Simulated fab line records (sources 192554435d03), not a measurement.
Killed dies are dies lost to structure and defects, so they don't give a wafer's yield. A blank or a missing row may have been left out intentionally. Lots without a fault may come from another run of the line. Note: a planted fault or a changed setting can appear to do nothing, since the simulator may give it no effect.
Matching of chambers | flow n5Finfet | N5_FIN_SAQP_ETCH_65 on rieSi-06 has 4 sister chambers
The step etches SiO2 in CF4, target depth 4 nm, time 4.4 s. 8 wafers are shown with their chamber, then 10 later ones without.

## WAFERS WITH THEIR CHAMBER
wafer  | chamber | throttleValvePct (%) | drypumpMotorCurrentA (A)
L078.1 | 1       | 21.66                | 6.2
L081.6 | 1       | 21.65                | 6.1
L082.6 | 0       | 21.88                | 5.8
L087.4 | 0       | 21.88                | 5.8
L088.1 | 2       | 21.75                | 5.7
L088.4 | 3       | 21.52                | 5.9
L089.1 | 2       | 21.77                | 5.7
L089.4 | 3       | 21.52                | 5.9

## WAFERS MISSING THEIR CHAMBER
wafer  | throttleValvePct (%) | drypumpMotorCurrentA (A)
L089.5 | 21.89                | 5.7
L090.1 | 21.74                | 5.7
L090.2 | 21.88                | 5.7
L090.5 | 21.77                | 5.7
L094.2 | 21.51                | 5.9
L094.3 | 21.66                | 6.2
L094.5 | 21.75                | 5.7
L095.1 | 21.65                | 6.2
L095.3 | 21.50                | 5.9
L095.4 | 21.77                | 5.7

## THE CHAMBER EACH PASSED THROUGH
wafer  | from the rows above | in truth
L089.5 | 0                   | 0
L090.1 | 2                   | 2
L090.2 | 0                   | 0
L090.5 | 2                   | 2
L094.2 | 3                   | 3
L094.3 | 1                   | 1
L094.5 | 2                   | 2
L095.1 | 1                   | 1
L095.3 | 3                   | 3
L095.4 | 2                   | 2
Correctly placed: 10 of 10. Can't be placed from these rows: 0. 0 placed wrongly.
How it was worked out, from the rows above alone: a wafer's distance from a chamber is the root of the sum, over the readings, of the square of ((its reading less the chamber's mean) divided by the reading's scatter). If the next closest chamber is less than 2 further off than the closest, the wafer can't be placed; otherwise it belongs to the closest. A chamber's mean is the mean of its shown wafers. The scatter: the root of (the sum of the squares of (reading less its chamber's mean) over the shown wafers, divided by (wafers less chambers)).
